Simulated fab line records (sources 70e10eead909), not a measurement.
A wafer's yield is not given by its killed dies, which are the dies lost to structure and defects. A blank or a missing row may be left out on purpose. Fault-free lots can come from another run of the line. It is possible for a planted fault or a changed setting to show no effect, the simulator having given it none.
fab line records	flow nand-harc
[record] lots = 24	wafers = 72	last-day = 33
route steps=1302 shown A_CHANNEL_FILL_D1@500 A_CHANNEL_HOLE_D2@584 A_CHANNEL_FILL_D2@614
lots that met no fault: taken from a fault-free run of the same line
start-h: hours from the record's first day to the start of the lot's first wafer shown	wait-h: how many hours have passed since the lot's step before this one	" identical to the entry in the row above	L1.1+2: several wafers, shown together as one row	- either no value or no given start	* or withheld: withheld	< > ~ a bound
route shown NAME@n: names a module that has steps shown in the file, with the first one's number in the route	usual: mean and standard deviation over wafers with no fault	same: alike in all rows	chamber/n: place in a boat	sites: the reading at each site	_std_site: standard deviation across them	_edge_site: outer sites' mean less inner sites'	radius-mm: how far each site lies from the wafer's centre	mask NAME#n: copy n	behind: the most recent tool/chamber to have shaped the wafer	hold: what put the lot on hold/how long, in hours/how the hold closed	device: the transistor (n, p or np) that didn't switch	end of line: the route-end tests of the same wafers	a step without rows: its recipe alone	killed: not the wafer's yield, but the dies lost to structure and defects at the first sort	map: per-die view of a wafer (x killed, . not killed, _ where there is no die)
set.NAME: the setting that was run; set.NAME@STEP: the one run at that earlier step	model.NAME: the simulator's own value behind a step, which no gauge read
steps of the route over a sample of lots; a table a step, a row a wafer
services: a tool's chamber out of use, with start hour (start-h, from the record's first day; less than 0 if before it), hours out, and reason
[[steps]]
[step NHARC_A_CHANNEL_FILL_D1_ETCHBACK_20]
[recipe] target-depth-a = 270	time-s = 13.5	c4f8-flow-sccm = withheld	o2-flow-sccm = 8	ar-flow-sccm = withheld	rf-w = 600	bias-w = 1500	chemistry = C4F8/O2/Ar
[usual] oes-product-au = 0.97/0.035	rf-vpp-V = 981/4.5
[same] time-s = 13.5
lot.wafer	tool	chamber	start-h	wait-h	oes-product-au	rf-hours-counter-h	rf-vpp-V
L075.3	rie-diel-08	1	192.28	-	1.00	0	987
L075.2	"	3	"	"	1.00	1	972
L075.1	"	0	"	"	0.99	1	978
L074.3	rie-diel-08	2	197.40	-	1.00	0	985
L074.4	"	0	"	"	1.00	-	978
L074.5	"	2	"	"	1.00	-	986
L076.1	rie-diel-06	0	214.62	-	0.93	7	977
L076.3	"	1	"	"	0.93	7	983
L076.5	"	2	"	"	0.93	-	988
L077.3	rie-diel-06	1	218.22	-	0.99	7	982
L077.5	"	1	"	"	0.99	-	983
L077.6	"	2	"	"	1.01	-	987
L078.2	rie-diel-09	1	226.20	-	0.93	6	977
L078.1	"	2	"	"	0.92	7	975
L078.5	"	1	"	"	0.93	-	975
L080.3	rie-diel-08	0	247.73	-	1.00	3	977
L080.5	"	0	"	"	1.00	-	978
L080.6	"	1	"	"	1.00	-	988
L079.1	rie-diel-06	1	247.75	-	0.92	9	983
L079.3	"	2	"	"	0.93	8	988
L079.6	"	3	"	"	0.91	-	982
L081.4	rie-diel-08	3	268.92	-	0.91	4	972
L081.1	"	2	"	"	0.92	4	985
L081.6	"	0	"	"	0.93	-	976
L082.3	rie-diel-09	0	268.92	-	0.93	9	982
L082.4	"	2	"	"	0.92	11	977
L082.2	"	3	"	"	0.93	10	983
L083.1	rie-diel-09	3	283.24	-	0.99	11	983
L083.2	"	2	"	"	0.99	11	974
L083.6	"	0	"	"	1.00	-	982
L084.4	rie-diel-08	0	291.41	-	0.99	5	979
L084.1	"	2	"	"	0.99	5	985
L084.2	"	3	"	"	0.99	6	972
L086.2	rie-diel-08	0	301.94	-	0.92	6	977
L086.1	"	1	"	"	0.93	5	987
L086.6	"	1	"	"	0.93	-	989
L085.4	rie-diel-06	0	301.99	-	1.00	0	979
L085.2	"	1	"	"	1.01	0	982
L085.6	"	2	"	"	1.00	-	987
L087.2	rie-diel-09	3	312.73	-	1.01	0	982
L087.1	"	0	"	"	1.02	1	982
L087.5	"	3	"	"	1.01	-	982
L088.4	rie-diel-06	3	330.13	-	0.97	2	981
L088.3	"	0	"	"	0.98	2	979
L088.5	"	3	"	"	0.97	-	981
L089.1	rie-diel-09	0	330.14	-	0.96	1	982
L089.5	"	3	"	"	0.96	-	983
L089.4	"	0	"	"	0.96	-	981
L090.2	rie-diel-09	2	350.43	-	1.00	2	976
L090.1	"	1	"	"	1.00	3	976
L090.5	"	2	"	"	1.00	-	976
L091.1	rie-diel-06	0	358.95	-	1.01	3	978
L091.5	"	2	"	"	1.00	-	987
L091.6	"	3	"	"	0.99	-	981
L092.1	rie-diel-06	0	372.28	-	0.99	4	979
L092.2	"	1	"	"	0.99	4	983
L092.5	"	1	"	"	0.99	-	983
L093.2	rie-diel-06	3	372.35	-	0.92	5	981
L093.6	"	1	"	"	0.92	-	981
L093.5	"	2	"	"	0.92	-	987
L094.2	rie-diel-08	3	395.42	-	1.00	0	973
L094.1	"	2	"	"	1.00	0	983
L094.6	"	3	"	"	0.99	-	973
L095.3	rie-diel-06	1	402.46	-	0.92	5	984
L095.2	"	3	"	"	0.91	6	980
L095.6	"	1	"	"	0.93	-	984
L096.3	rie-diel-08	0	408.11	-	0.99	1	978
L096.4	"	1	"	"	0.98	1	987
L096.1	"	2	"	"	0.98	1	984
L097.1	rie-diel-09	1	415.42	-	0.93	7	976
L097.3	"	3	"	"	0.93	4	982
L097.6	"	2	"	"	0.98	-	976
[step NHARC_A_CHANNEL_HOLE_D2_INSPECT_12]
[usual] raw-defect-count = 25/20
lot.wafer	tool	chamber	start-h	wait-h	raw-defect-count
L075.1	defect-inspect-01	-	261.46	0.0	56
L075.2	"	-	"	"	64
L075.3	"	-	"	"	59
L074.3	defect-inspect-02	-	277.70	0.0	1
L074.4	"	-	"	"	4
L074.5	"	-	"	"	2
L077.3	defect-inspect-01	-	291.05	0.0	5
L077.5	"	-	"	"	4
L077.6	"	-	"	"	7
L076.1	defect-inspect-02	-	294.45	0.0	2
L076.3	"	-	"	"	4
L076.5	"	-	"	"	2
L078.1	defect-inspect-01	-	321.80	0.0	7
L078.2	"	-	"	"	6
L078.5	"	-	"	"	5
L079.1	defect-inspect-02	-	323.26	0.0	5
L079.3	"	-	"	"	7
L079.6	"	-	"	"	8
L080.3	defect-inspect-01	-	323.66	0.0	42
L080.5	"	-	"	"	56
L080.6	"	-	"	"	56
L081.1	defect-inspect-02	-	346.86	0.0	51
L081.4	"	-	"	"	47
L081.6	"	-	"	"	64
L082.2	defect-inspect-01	-	347.01	0.0	8
L082.3	"	-	"	"	4
L082.4	"	-	"	"	8
L083.1	defect-inspect-02	-	363.57	0.0	47
L083.2	"	-	"	"	51
L083.6	"	-	"	"	64
L084.1	defect-inspect-02	-	366.37	0.0	12
L084.2	"	-	"	"	9
L084.4	"	-	"	"	10
L086.1	defect-inspect-01	-	376.82	0.0	47
L086.2	"	-	"	"	46
L086.6	"	-	"	"	45
L085.2	defect-inspect-01	-	377.54	0.0	12
L085.4	"	-	"	"	7
L085.6	"	-	"	"	14
L087.1	defect-inspect-01	-	387.94	0.0	17
L087.2	"	-	"	"	10
L087.5	"	-	"	"	18
L089.1	defect-inspect-01	-	408.54	0.0	53
L089.4	"	-	"	"	53
L089.5	"	-	"	"	51
L088.3	defect-inspect-01	-	410.09	0.0	14
L088.4	"	-	"	"	18
L088.5	"	-	"	"	11
L090.1	defect-inspect-01	-	429.47	0.0	4
L090.2	"	-	"	"	15
L090.5	"	-	"	"	10
L091.1	defect-inspect-01	-	437.60	0.0	14
L091.5	"	-	"	"	14
L091.6	"	-	"	"	10
L092.1	defect-inspect-02	-	450.45	0.0	54
L092.2	"	-	"	"	61
L092.5	"	-	"	"	54
L093.2	defect-inspect-01	-	450.78	0.0	19
L093.5	"	-	"	"	15
L093.6	"	-	"	"	16
L094.1	defect-inspect-01	-	473.39	0.0	20
L094.2	"	-	"	"	30
L094.6	"	-	"	"	28
L095.2	defect-inspect-02	-	479.03	0.0	28
L095.3	"	-	"	"	27
L095.6	"	-	"	"	22
L096.1	defect-inspect-02	-	490.05	0.0	25
L096.3	"	-	"	"	26
L096.4	"	-	"	"	30
L097.1	defect-inspect-02	-	492.07	0.0	29
L097.3	"	-	"	"	26
L097.6	"	-	"	"	22
[step NHARC_A_CHANNEL_HOLE_D2_ETCH_39]
[recipe] target-depth-a = 2600	over-etch-frac = 0.3	time-s = 325	ion-energy-ev = 200	n2-flow-sccm = 150	h2-flow-sccm = 150	ar-flow-sccm = 0	rf-w = 400	bias-w = 150	chemistry = N2/H2
[usual] drypump-motor-current-A = 5.8/0.42	oes-product-au = 1.003/0.0071	rf-vpp-V = 431.5/2.2	showerhead-plenum-p-Torr = 2.07/0.077	throttle-valve-pct = 14.170/0.01
[same] over-etch-frac = 0.3	time-s = 325
lot.wafer	tool	chamber	start-h	wait-h	drypump-motor-current-A	oes-product-au	rf-hours-counter-h	rf-vpp-V	showerhead-plenum-p-Torr	throttle-valve-pct
L075.1	rie-diel-10	0	-	-	6.2	1.014	1.1	432.9	2.15	14.173
L075.3	"	1	"	"	5.0	0.999	1.5	430.6	2.03	14.164
L075.2	"	2	"	"	6.1	1.005	1.6	427.9	1.95	14.171
L074.4	rie-diel-10	2	-	-	6.1	1.001	3.1	427.0	1.95	14.149
L074.3	"	3	"	"	5.7	1.011	2.7	434.3	2.19	14.190
L074.5	"	3	"	"	5.7	0.991	-	434.6	2.19	14.157
L077.3	rie-diel-11	0	-	-	5.7	1.008	2.6	432.5	2.09	14.172
L077.5	"	3	"	"	5.3	1.003	-	434.6	2.19	14.181
L077.6	"	0	"	"	5.7	1.006	-	431.4	2.09	14.178
L076.3	rie-diel-12	0	-	-	6.7	0.985	2.2	429.1	1.99	14.188
L076.1	"	2	"	"	5.8	1.000	3.2	432.6	2.09	14.159
L076.5	"	3	"	"	6.3	0.998	-	431.7	2.06	14.174
L078.2	rie-diel-10	0	-	-	6.1	1.015	5.2	433.3	2.15	14.170
L078.1	"	1	"	"	5.0	1.010	4.9	428.6	2.03	14.162
L078.5	"	3	"	"	5.8	1.008	-	435.0	2.19	14.185
L079.3	rie-diel-12	0	-	-	6.6	0.985	3.2	428.5	1.99	14.169
L079.1	"	2	"	"	5.8	0.991	3.9	433.1	2.09	14.177
L079.6	"	0	"	"	6.7	0.992	-	427.1	1.99	14.173
L080.3	rie-diel-11	2	-	-	5.8	1.004	4.5	432.3	2.09	14.150
L080.6	"	1	"	"	6.0	1.007	-	430.8	2.03	14.184
L080.5	"	2	"	"	5.8	1.005	-	432.9	2.09	14.163
L081.1	rie-diel-11	3	-	-	5.3	0.999	5.6	435.1	2.19	14.169
L081.4	"	0	"	"	5.7	1.008	6.2	431.8	2.08	14.158
L081.6	"	2	"	"	5.8	0.994	-	431.8	2.09	14.154
L082.4	rie-diel-10	1	-	-	5.0	0.990	7.0	431.0	2.03	14.170
L082.3	"	2	"	"	6.1	1.008	8.0	428.7	1.95	14.180
L082.2	"	3	"	"	5.8	1.005	8.3	434.4	2.19	14.158
L083.1	rie-diel-11	1	-	-	6.0	1.005	7.2	430.2	2.03	14.162
L083.2	"	3	"	"	5.3	1.002	6.7	434.5	2.19	14.192
L083.6	"	2	"	"	5.8	1.003	-	433.0	2.09	14.171
L084.1	rie-diel-11	0	-	-	5.7	1.003	7.6	431.5	2.08	14.186
L084.4	"	1	"	"	6.0	1.003	7.9	430.0	2.03	14.164
L084.2	"	2	"	"	5.8	0.998	7.4	432.9	2.09	14.162
L086.1	rie-diel-12	2	-	-	5.8	0.998	7.0	430.7	2.09	14.167
L086.2	"	3	"	"	6.3	1.001	7.0	429.5	2.06	14.194
L086.6	"	3	"	"	6.4	0.996	-	431.3	2.06	14.174
L085.2	rie-diel-11	0	-	-	5.7	1.004	8.8	430.9	2.08	14.189
L085.4	"	1	"	"	6.0	1.017	9.0	430.1	2.03	14.167
L085.6	"	1	"	"	6.0	1.008	-	430.7	2.03	14.194
L087.1	rie-diel-10	3	-	-	5.8	1.002	11.0	433.0	2.19	14.168
L087.2	"	1	"	"	5.0	1.003	9.6	429.7	2.02	14.174
L087.5	"	0	"	"	6.2	1.016	-	433.3	2.15	14.169
L089.1	rie-diel-10	0	-	-	6.2	1.003	0.1	431.9	2.15	14.178
L089.4	"	2	"	"	6.1	1.001	0.2	428.3	1.95	14.164
L089.5	"	0	"	"	6.2	0.994	-	432.1	2.15	14.172
L088.4	rie-diel-12	2	-	-	5.8	0.999	9.0	432.9	2.09	14.161
L088.3	"	0	"	"	6.7	1.001	7.9	429.9	1.99	14.173
L088.5	"	2	"	"	5.7	0.991	-	431.2	2.09	14.181
L090.1	rie-diel-11	3	-	-	5.3	0.993	0.5	434.1	2.19	14.157
L090.2	"	1	"	"	6.0	1.003	0.6	431.1	2.03	14.157
L090.5	"	3	"	"	5.3	1.008	-	434.4	2.19	14.160
L091.1	rie-diel-12	3	-	-	6.4	1.004	0.3	431.0	2.06	14.184
L091.6	"	2	"	"	5.8	0.989	-	432.3	2.09	14.175
L091.5	"	3	"	"	6.3	1.001	-	432.2	2.06	14.164
L092.1	rie-diel-11	1	-	-	6.0	0.994	2.0	429.2	2.03	14.170
L092.2	"	2	"	"	5.8	0.996	1.7	432.0	2.09	14.172
L092.5	"	1	"	"	6.0	0.997	-	432.0	2.03	14.160
L093.2	rie-diel-12	2	-	-	5.8	0.999	1.6	430.0	2.09	14.160
L093.5	"	3	"	"	6.3	0.991	-	432.0	2.06	14.186
L093.6	"	0	"	"	6.7	0.987	-	428.2	1.99	14.173
L094.1	rie-diel-10	0	-	-	6.2	1.005	2.7	433.1	2.15	14.165
L094.2	"	3	"	"	5.7	1.008	2.5	434.1	2.19	14.176
L094.6	"	0	"	"	6.2	1.009	-	433.4	2.15	14.164
L095.3	rie-diel-10	0	-	-	6.2	1.004	3.7	432.4	2.15	14.162
L095.2	"	1	"	"	5.0	0.995	4.5	429.6	2.02	14.156
L095.6	"	1	"	"	5.0	1.003	-	430.7	2.02	14.177
L096.1	rie-diel-12	0	-	-	6.6	1.005	3.7	429.4	1.99	14.170
L096.3	"	2	"	"	5.8	1.007	3.8	431.5	2.09	14.159
L096.4	"	3	"	"	6.4	1.012	3.2	430.1	2.06	14.173
L097.3	rie-diel-10	1	-	-	5.0	0.991	5.3	428.8	2.02	14.151
L097.1	"	2	"	"	6.1	1.004	4.8	427.3	1.94	14.171
L097.6	"	0	"	"	6.2	1.000	-	433.8	2.15	14.186
[step NHARC_A_CHANNEL_HOLE_D2_ETCH_20]
[recipe] bias-v = 3000	source-w = withheld	pressure-mtorr = 20	time-s = 361.9	ar-flow-sccm = 375	c4f8-flow-sccm = 89.3	o2-flow-sccm = 35.7	temp-c = -20	target-depth-a = 16000	chemistry = C4F8/O2/Ar
[usual] drypump-motor-current-A = 5.7/0.68	showerhead-plenum-p-Torr = 3.61/0.15	throttle-valve-pct = 32.156/0.0099
[same] time-s = 361.9
lot.wafer	tool	chamber	start-h	wait-h	drypump-motor-current-A	rf-hours-counter-h	showerhead-plenum-p-Torr	throttle-valve-pct
L075.2	har-etch-02	1	265.44	0.1	5.1	358	3.73	32.154
L075.1	"	0	"	"	4.9	351	3.49	32.146
L075.3	"	0	"	"	4.9	-	3.49	32.154
L074.3	har-etch-02	0	279.16	0.2	4.9	-	3.49	32.163
L074.4	"	1	"	"	5.1	-	3.73	32.141
L074.5	"	0	"	"	4.9	-	3.49	32.167
L077.3	har-etch-02	1	292.51	0.2	5.1	-	3.72	32.155
L077.6	"	1	"	"	5.1	-	3.72	32.136
L077.5	"	0	"	"	4.9	-	3.48	32.146
L076.1	har-etch-01	0	295.85	0.1	6.3	161	3.50	32.156
L076.3	"	0	"	"	6.2	-	3.50	32.147
L076.5	"	0	"	"	6.3	-	3.50	32.153
L078.1	har-etch-02	0	323.15	0.1	4.9	381	3.48	32.146
L078.2	"	1	"	"	5.1	389	3.72	32.156
L078.5	"	0	"	"	4.9	-	3.48	32.159
L079.1	har-etch-01	1	324.61	0.1	6.4	177	3.61	32.158
L079.3	"	0	"	"	6.3	-	3.50	32.168
L079.6	"	0	"	"	6.3	-	3.50	32.139
L080.3	har-etch-02	0	327.47	0.2	4.9	-	3.48	32.149
L080.6	"	1	"	"	5.1	-	3.71	32.156
L080.5	"	0	"	"	4.9	-	3.48	32.149
L081.1	har-etch-01	0	348.22	0.1	6.3	192	3.49	32.177
L081.4	"	1	"	"	6.5	-	3.60	32.160
L081.6	"	0	"	"	6.3	-	3.49	32.142
L082.2	har-etch-02	1	350.16	0.1	5.2	408	3.70	32.159
L082.4	"	0	"	"	4.9	-	3.47	32.143
L082.3	"	1	"	"	5.1	-	3.71	32.144
L083.2	har-etch-01	0	368.04	0.1	6.3	207	3.48	32.153
L083.1	"	1	"	"	6.5	207	3.60	32.158
L083.6	"	0	"	"	6.3	-	3.48	32.155
L084.2	har-etch-02	1	375.33	0.1	5.1	0	3.70	32.153
L084.1	"	0	"	"	4.9	0	3.93	32.151
L084.4	"	1	"	"	5.1	-	3.70	32.142
L086.1	har-etch-02	0	379.51	0.1	4.9	4	3.93	32.156
L086.2	"	1	"	"	5.1	4	3.70	32.153
L086.6	"	0	"	"	4.9	-	3.93	32.150
L085.2	har-etch-01	0	380.61	0.1	6.3	219	3.47	32.162
L085.4	"	0	"	"	6.3	-	3.47	32.158
L085.6	"	1	"	"	6.5	-	3.59	32.156
L087.1	har-etch-02	1	391.28	0.1	5.1	15	3.69	32.166
L087.2	"	0	"	"	4.9	15	3.92	32.173
L087.5	"	1	"	"	5.1	-	3.69	32.156
L089.1	har-etch-01	0	409.95	0.1	6.3	234	3.47	32.130
L089.4	"	1	"	"	6.4	-	3.58	32.153
L089.5	"	1	"	"	6.4	-	3.58	32.147
L088.3	har-etch-02	1	413.87	0.2	5.1	-	3.69	32.145
L088.4	"	0	"	"	4.9	-	3.92	32.155
L088.5	"	1	"	"	5.1	-	3.69	32.144
L090.2	har-etch-01	1	430.83	0.1	6.4	242	3.58	32.160
L090.1	"	0	"	"	6.3	242	3.46	32.158
L090.5	"	1	"	"	6.5	-	3.58	32.154
L091.1	har-etch-01	1	439.21	0.1	6.5	250	3.57	32.170
L091.6	"	0	"	"	6.2	-	3.46	32.174
L091.5	"	1	"	"	6.5	-	3.57	32.146
L092.2	har-etch-02	0	451.81	0.1	4.9	45	3.91	32.135
L092.1	"	1	"	"	5.1	45	3.68	32.132
L092.5	"	1	"	"	5.1	-	3.68	32.155
L093.2	har-etch-01	0	453.32	0.1	6.3	261	3.45	32.143
L093.5	"	0	"	"	6.2	-	3.45	32.161
L093.6	"	1	"	"	6.4	-	3.57	32.153
L094.1	har-etch-01	0	474.74	0.1	6.3	269	3.45	32.147
L094.2	"	1	"	"	6.4	269	3.56	32.165
L094.6	"	0	"	"	6.3	-	3.45	32.163
L095.2	har-etch-01	1	482.80	0.1	6.4	276	3.56	32.158
L095.3	"	1	"	"	6.4	-	3.56	32.151
L095.6	"	1	"	"	6.5	-	3.56	32.171
L096.1	har-etch-02	1	491.46	0.1	5.1	68	3.66	32.154
L096.4	"	0	"	"	4.9	-	3.89	32.175
L096.3	"	1	"	"	5.1	-	3.66	32.163
L097.1	har-etch-01	0	493.42	0.1	6.3	284	3.44	32.157
L097.3	"	1	"	"	6.4	-	3.55	32.152
L097.6	"	0	"	"	6.3	-	3.44	32.164
[step NHARC_A_CHANNEL_FILL_D2_ALD_14]
[recipe] target-thk-a = 25	pulse-time-s = 10	ald-cycles = 25	temp-c = 300	material = SiO2
[usual] heater-power-w = 456/75	precursor-pulse-height-rel = 1.001/0.018
[same] pulse-time-s = 10
lot.wafer	tool	chamber	start-h	wait-h	heater-power-w	precursor-pulse-height-rel
L075.1	ald-hk-04	1	276.93	0.9	598	1.020
L075.3	"	2	"	"	470	1.003
L075.2	"	0	"	"	400	1.008
L074.3	ald-hk-01	2	291.82	0.0	489	0.990
L074.4	"	3	"	"	393	0.999
L074.5	"	2	"	"	493	0.997
L077.3	ald-hk-04	1	305.35	0.1	588	0.992
L077.6	"	3	"	"	444	0.995
L077.5	"	0	"	"	407	1.018
L076.3	ald-hk-03	0	308.60	0.0	533	1.016
L076.1	"	3	"	"	342	0.958
L076.5	"	0	"	"	522	0.977
L078.1	ald-hk-01	2	336.85	0.0	489	0.984
L078.2	"	3	"	"	402	1.020
L078.5	"	3	"	"	390	1.003
L079.3	ald-hk-01	1	337.11	0.3	400	0.974
L079.1	"	3	"	"	398	1.015
L079.6	"	0	"	"	389	1.019
L080.3	ald-hk-01	1	340.18	0.1	405	1.009
L080.5	"	0	"	"	391	1.002
L080.6	"	1	"	"	404	1.022
L082.4	ald-hk-03	0	361.03	0.0	537	1.015
L082.2	"	2	"	"	437	1.021
L082.3	"	3	"	"	342	0.962
L081.4	ald-hk-04	0	361.03	0.0	401	0.988
L081.1	"	1	"	"	611	1.018
L081.6	"	1	"	"	594	0.999
L083.2	ald-hk-03	3	380.87	0.0	345	1.001
L083.1	"	0	"	"	496	1.011
L083.6	"	3	"	"	339	0.978
L084.2	ald-hk-04	3	388.18	0.0	454	1.028
L084.4	"	0	"	"	409	0.998
L084.1	"	1	"	"	600	0.979
L086.2	ald-hk-04	2	392.42	0.1	461	0.985
L086.1	"	3	"	"	453	0.997
L086.6	"	2	"	"	470	0.996
L085.2	ald-hk-03	1	392.46	0.1	444	0.993
L085.4	"	2	"	"	469	1.000
L085.6	"	3	"	"	337	0.982
L087.1	ald-hk-04	1	404.22	0.0	605	1.021
L087.2	"	3	"	"	464	1.007
L087.5	"	1	"	"	630	1.010
L089.4	ald-hk-03	2	422.79	0.1	453	1.014
L089.1	"	0	"	"	495	1.041
L089.5	"	3	"	"	335	1.004
L088.3	ald-hk-04	0	427.66	0.1	421	0.995
L088.4	"	2	"	"	499	1.021
L088.5	"	0	"	"	410	1.002
L090.2	ald-hk-01	2	443.63	0.0	497	1.010
L090.1	"	1	"	"	404	1.003
L090.5	"	2	"	"	499	1.018
L091.1	ald-hk-04	1	451.95	0.0	616	1.015
L091.5	"	1	"	"	622	0.976
L091.6	"	2	"	"	503	1.020
L092.1	ald-hk-03	1	465.73	1.0	434	0.983
L092.2	"	2	"	"	454	1.009
L092.5	"	0	"	"	492	0.970
L093.2	ald-hk-03	2	465.98	1.2	442	1.014
L093.5	"	3	"	"	349	1.000
L093.6	"	0	"	"	489	0.962
L094.1	ald-hk-03	0	487.57	0.1	490	0.972
L094.2	"	2	"	"	462	0.998
L094.6	"	0	"	"	513	1.025
L095.2	ald-hk-01	0	495.62	0.1	417	1.020
L095.3	"	3	"	"	399	1.008
L095.6	"	0	"	"	409	1.012
L096.4	ald-hk-04	0	504.37	0.0	418	0.983
L096.1	"	1	"	"	634	1.008
L096.3	"	3	"	"	459	0.990
L097.1	ald-hk-04	0	504.60	0.3	417	0.988
L097.3	"	1	"	"	626	1.005
L097.6	"	0	"	"	413	0.978
[step NHARC_A_CHANNEL_FILL_D2_ALD_15]
[recipe] target-thk-a = 20	pulse-time-s = 60	ald-cycles = 19	temp-c = 630	pressure-torr = 2	material = SiNx
[usual] chamber-pressure-Torr = 1.999/0.0049	precursor-pulse-height-rel = 1.001/0.02
[same] pulse-time-s = 60
lot.wafer	tool	chamber	start-h	wait-h	chamber-pressure-Torr	precursor-pulse-height-rel
L075.1	ald-sin-batch-02	0	-	-	2.000	0.983
L075.2	"	0	"	"	2.003	0.985
L075.3	"	0	"	"	2.000	1.015
L074.3	ald-sin-batch-02	0	-	-	2.004	1.014
L074.4	"	0	"	"	1.993	1.011
L074.5	"	0	"	"	1.995	1.025
L077.3	ald-sin-batch-01	0	-	-	2.002	0.989
L077.5	"	0	"	"	2.000	1.002
L077.6	"	0	"	"	1.997	1.006
L076.1	ald-sin-batch-03	0	311.94	3.0	1.998	1.030
L076.3	"	0	"	"	1.995	1.037
L076.5	"	0	"	"	1.995	1.007
L078.1	ald-sin-batch-01	0	-	-	1.996	0.998
L078.2	"	0	"	"	1.999	0.980
L078.5	"	0	"	"	1.999	1.012
L079.1	ald-sin-batch-01	0	-	-	2.002	0.998
L079.3	"	0	"	"	1.998	0.996
L079.6	"	0	"	"	2.004	0.982
L080.3	ald-sin-batch-02	0	-	-	2.002	1.014
L080.5	"	0	"	"	1.998	1.018
L080.6	"	0	"	"	1.998	1.006
L081.1	ald-sin-batch-02	0	-	-	1.994	0.987
L081.4	"	0	"	"	2.001	1.032
L081.6	"	0	"	"	1.995	1.002
L082.2	ald-sin-batch-02	0	-	-	2.009	1.006
L082.3	"	0	"	"	1.997	0.999
L082.4	"	0	"	"	2.000	1.014
L083.1	ald-sin-batch-01	0	-	-	1.997	1.007
L083.2	"	0	"	"	2.002	0.998
L083.6	"	0	"	"	1.998	0.997
L084.1	ald-sin-batch-01	0	-	-	2.009	0.989
L084.2	"	0	"	"	1.996	1.027
L084.4	"	0	"	"	2.006	1.023
L085.2	ald-sin-batch-02	0	-	-	2.001	1.024
L085.4	"	0	"	"	1.995	0.944
L085.6	"	0	"	"	1.992	1.007
L086.1	ald-sin-batch-02	0	-	-	2.003	0.983
L086.2	"	0	"	"	2.007	1.015
L086.6	"	0	"	"	2.006	0.996
L087.1	ald-sin-batch-03	0	-	-	1.996	1.008
L087.2	"	0	"	"	2.003	1.002
L087.5	"	0	"	"	2.000	1.009
L089.1	ald-sin-batch-03	0	-	-	1.998	0.971
L089.4	"	0	"	"	2.003	1.033
L089.5	"	0	"	"	1.991	0.990
L088.3	ald-sin-batch-03	0	-	-	1.990	0.996
L088.4	"	0	"	"	2.005	0.999
L088.5	"	0	"	"	1.997	0.962
L090.1	ald-sin-batch-02	0	-	-	2.012	0.986
L090.2	"	0	"	"	2.010	0.988
L090.5	"	0	"	"	2.007	0.996
L091.1	ald-sin-batch-01	0	-	-	2.000	1.006
L091.5	"	0	"	"	2.002	1.015
L091.6	"	0	"	"	1.996	1.023
L092.1	ald-sin-batch-01	0	-	-	1.991	1.002
L092.2	"	0	"	"	1.995	1.004
L092.5	"	0	"	"	1.994	1.036
L093.2	ald-sin-batch-01	0	-	-	1.995	1.000
L093.5	"	0	"	"	2.001	0.975
L093.6	"	0	"	"	1.995	1.051
L094.1	ald-sin-batch-02	0	-	-	1.995	0.999
L094.2	"	0	"	"	1.994	0.972
L094.6	"	0	"	"	1.995	0.977
L095.2	ald-sin-batch-03	0	-	-	1.990	1.029
L095.3	"	0	"	"	2.001	1.009
L095.6	"	0	"	"	1.999	1.028
L096.1	ald-sin-batch-02	0	-	-	1.993	1.012
L096.3	"	0	"	"	2.004	1.032
L096.4	"	0	"	"	2.010	0.975
L097.1	ald-sin-batch-02	0	-	-	2.002	0.997
L097.3	"	0	"	"	2.003	1.018
L097.6	"	0	"	"	1.997	1.002
[[services]]
tool	chamber	start-h	hours	kind
ald-hk-03	-	191.69	10.0	pm
rie-diel-08	1	196.51	7.3	repair
rie-diel-08	0	200.73	4.2	repair
ald-sin-batch-01	-	206.53	10.6	repair
rie-diel-08	-	217.00	0.6	repair
rie-diel-10	-	218.81	9.0	pm
ald-hk-04	-	237.76	10.0	pm
ald-sin-batch-02	-	242.06	26.0	pm
rie-diel-06	0	242.11	5.0	repair
rie-diel-06	-	283.23	9.0	pm
rie-diel-10	3	307.66	5.8	repair
rie-diel-06	3	313.01	11.1	repair
har-etch-02	-	358.22	17.0	pm
rie-diel-06	0	393.51	34.2	repair
rie-diel-10	-	395.81	9.0	pm
rie-diel-10	1	414.03	4.6	repair
ald-hk-04	-	415.76	10.0	pm
rie-diel-10	0	421.79	16.5	repair
ald-sin-batch-02	-	423.89	8.1	repair
rie-diel-06	3	424.03	4.1	repair
rie-diel-06	1	438.22	7.9	repair
ald-sin-batch-02	-	449.11	34.8	repair
rie-diel-06	-	460.23	9.0	pm
rie-diel-10	2	501.59	2.5	repair
[[key]]
fault none
